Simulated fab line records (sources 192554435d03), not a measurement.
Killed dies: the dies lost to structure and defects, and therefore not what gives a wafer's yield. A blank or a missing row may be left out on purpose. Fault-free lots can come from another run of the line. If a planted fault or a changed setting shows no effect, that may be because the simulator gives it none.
Struck lot and sound lot, side by side | flow n5Finfet | 14 steps out of a route of 1938
Sound: these wafers, L278.1, L278.3, L278.4. Struck: wafers L274.1, L274.2, L274.5. The cause is given at the end.
At each step with rows: each side's tool, then ch and its chambers, then its first start. Under that, the readings that differ: sound wafers | struck wafers | difference of the means | sigmas: that difference in standard deviations of wafers without a fault.
alike: readings with means less than 2 such deviations apart, plus words and numbers identical on both sides. not compared: withheld readings, readings lacking a value on some wafer, bounds such as >300 that could conceal the same value, and numbers that have no deviation in the record and whose values overlap.
The two part at a step that has a row with sigmas, a row that says differs or no value, or rows on one side only. Numbers that have no deviation but don't overlap get no sigmas and don't part them. Lack of a reading on every wafer of one side parts them only where that side has two or more wafers.

first, 4 steps without rows for these wafers: N5_BEOL_M12_EXPOSE_07 (exposes mask V11); N5_BEOL_M12_PEB_08 (peb time 90 s); N5_BEOL_M12_DEVELOP_09 (develop time 45 s); N5_BEOL_M12_HARDBAKE_14 (time 120 s).
N5_BEOL_M12_CD_MEAS_10: the cd target is 140 nm.
  sound on cdSem-02 ch 0, day 14 19:52; struck on cdSem-02 ch 0, day 14 02:29
  alike: cdNm
N5_BEOL_M12_OVL_MEAS_11:
  sound on overlay-02 ch 0, day 14 19:54; struck on overlay-01 ch 0, day 14 02:31
  alike: V11_OVL
N5_BEOL_M12_INSPECT_12: inspects for defects (macro).
  sound on defectInspect-02, day 14 19:55; struck on defectInspect-02, day 14 02:33
  alike: rawDefectCount
N5_BEOL_M12_DESCUM_15: chemistry O2, time 7.9 s.
  sound on rieDiel-01 ch 1,2,3, day 14 20:04; struck on rieDiel-06 ch 0,3, day 14 02:40
  alike: drypumpMotorCurrentA, oesProductAu, rfVppV, showerheadPlenumPTorr, throttleValvePct
  not compared: rfHoursCounterH
N5_BEOL_M12_ETCH_59: etches BARC in N2/H2, target depth 89 nm, overetch 26.7 nm, time 67.9 s.
  sound on rieDiel-01 ch 1,2,3, day 14 20:05; struck on rieDiel-06 ch 0,3, day 14 02:42
  alike: drypumpMotorCurrentA, h2FlowSccm, oesProductAu, rfVppV, showerheadPlenumPTorr, throttleValvePct
  not compared: rfHoursCounterH
N5_BEOL_M12_VIA_ETCH_16: etches SiOC in C4F8/O2/Ar, target depth 724.8 nm.
  sound on rieDiel-01 ch 1,2,3, day 14 20:08; struck on rieDiel-06 ch 0,3, day 14 02:45
  alike: C4F8_flow_sccm, drypumpMotorCurrentA, oesProductAu, rfVppV, showerheadPlenumPTorr, throttleValvePct
N5_BEOL_M12_STRIP_63: strips in N2/H2.
  sound on plasmaAsher-01 ch 0,1, day 14 20:20; struck on plasmaAsher-01 ch 0,1, day 14 02:57
reading                  | sound          | struck         | difference | sigmas
stripTimeToEndpointS (s) | 45.2 43.8 43.7 | 42.8 41.8 41.1 | -2.3       | -3
  alike: chamberPressureMTorr, drypumpMotorCurrentA, h2FlowSccm, heaterPowerW, oesProductAu
  not compared: rfHoursCounterH
N5_BEOL_M12_STRIP_64: strips in N2/H2.
  sound on plasmaAsher-01 ch 0,1, day 14 20:24; struck on plasmaAsher-01 ch 0,1, day 14 03:01
  alike: drypumpMotorCurrentA, h2FlowSccm, heaterPowerW, oesProductAu, stripTimeToEndpointS
  not compared: rfHoursCounterH
N5_BEOL_M12_STRIP_71: strips in post etch residue remover, time 60 s.
  sound on wetBench-01 ch 3,5,7, day 14 20:29; struck on wetBench-01 ch 1,2,3, day 14 03:06
  no value came back on the struck wafers for runLengthS (s), tempC (C); on the sound wafers runLengthS (s) reads 65.7 65.5 65.2
then, 1 step without rows for these wafers: N5_BEOL_M12_SRD_72 (time 30 s, dry time 30 s).

== WHERE THEY PART ==
Earliest at N5_BEOL_M12_STRIP_63; latest, in this record, at N5_BEOL_M12_STRIP_71.

WHY: whatever the simulator had introduced
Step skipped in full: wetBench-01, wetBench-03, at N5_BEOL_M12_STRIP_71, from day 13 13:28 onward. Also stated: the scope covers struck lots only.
